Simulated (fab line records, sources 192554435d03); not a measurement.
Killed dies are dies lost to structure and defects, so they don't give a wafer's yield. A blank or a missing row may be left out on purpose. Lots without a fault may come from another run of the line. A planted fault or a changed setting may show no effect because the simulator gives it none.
Problem report in the 8D (eight disciplines) form, filled by code | flow n5_finfet | the parts of the form that need people (team, actions taken, sign-off) are left out

1. THE PROBLEM
cf4_flow_sccm at N5_BEOL_M4_ETCH_69 reads a mean of 129.95 sccm on 2 wafers of 1 lot; wafers without a fault read 100.00 sccm with a standard deviation of 0.3. That is +99 or more standard deviations from the usual mean.
The step: etches SiARC in CF4, target depth 15.6 nm, time 26 s.
First seen on wafer L775.1, day 11 05:24, on rie_diel-03. The record holds 27 wafers of 9 lots with a number at this step. Rule for "out", or "out of limits": more than 4 standard deviations from the usual mean. The other wafers with a number count as sound.

2. WHAT IT IS AND WHAT IT IS NOT
question                    | is                                | is not
which readings at this step | cf4_flow_sccm, throttle_valve_pct | drypump_motor_current_A, etch_rf_on_time_s, oes_product_au, rf_vpp_V, showerhead_plenum_p_Torr
which lots                  | L775                              | L762, L766, L768, L769, L770, L776, L784, L785
which wafers of those lots  | L775.1, L775.5                    | L775.2
read on which tools         | rie_diel-03                       | rie_diel-01, rie_diel-05
when                        | from day 11 05:24                 | up to then (16 sound wafers); but 9 sound wafers of L776, L784, L785 came after

3. SUSPECTS, AND WHAT RULES EACH OUT
Counting: a tool at a process step up to the reading stays a suspect if it ran every lot that is out. Sound lots after the first of them don't rule it out here, since some wafers of a struck lot are sound.
- cvd_co-02 at N5_BEOL_M3_PRE_CLEAN_60 (time 15 s): kept. It ran the lot that is out, L775 (day 11 03:04); its last sound lot up to then is L766 (day 8 10:57).
- rie_diel-05 at N5_BEOL_M4_STRIP_19 (strips in O2): kept. It ran the lot that is out, L775 (day 11 04:43); its last sound lot up to then is L769 (day 9 20:17).
- rie_diel-03 at N5_BEOL_M4_ETCH_69 (etches SiARC in CF4, target depth 15.6 nm, time 26 s): kept. It ran the lot that is out, L775 (day 11 05:24); its last sound lot up to then is L769 (day 9 21:02). Its own readings are out on those wafers: cf4_flow_sccm, throttle_valve_pct.
- Within rie_diel-05 at N5_BEOL_M4_STRIP_19: the wafers that are out ran in chambers 2, 3; their sound lot-mates ran in chamber 0.
- Within rie_diel-03 at N5_BEOL_M4_ETCH_69: the wafers that are out ran in chamber 0; their sound lot-mates ran in chamber 1.
Left after counting: cvd_co-02 at N5_BEOL_M3_PRE_CLEAN_60, rie_diel-05 at N5_BEOL_M4_STRIP_19, rie_diel-03 at N5_BEOL_M4_ETCH_69.

4. THE CAUSE (what the simulator had put in)
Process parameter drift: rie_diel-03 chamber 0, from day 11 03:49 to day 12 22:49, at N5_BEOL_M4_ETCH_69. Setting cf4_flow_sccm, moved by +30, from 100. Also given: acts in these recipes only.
Counting left 3 suspects, and this tool is among them.

5. THE CHAIN OF EFFECTS, in route order
Each row: a reading whose mean over the struck wafers that have a number lies more than 3 standard deviations from the usual. Only readings for which the record gives a usual standard deviation are gone through. hours: the time from each lot's start at the first step in this table that gives one to its start at this step, as a median over the lots. sigmas: the change in usual standard deviations.
hours | step               | reading            | usual       | on struck wafers | change | sigmas
0     | N5_BEOL_M4_ETCH_69 | cf4_flow_sccm      | 100.00 sccm | 129.95           | +29.95 | +99 or more
0     | N5_BEOL_M4_ETCH_69 | throttle_valve_pct | 15.59 %     | 17.25            | +1.66  | +6.6
The process steps in it:
- N5_BEOL_M4_ETCH_69: etches SiARC in CF4, target depth 15.6 nm, time 26 s.
Later measuring or inspecting steps at which every struck wafer that the step has a row for has a number for every such reading, and none has moved that far: N5_BEOL_M4_RC_MEAS_101.

6. WHAT WOULD HAVE CAUGHT IT SOONER
In this record the first reading out of limits was taken at day 11 05:24, 2 hours after the fault began at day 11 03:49.
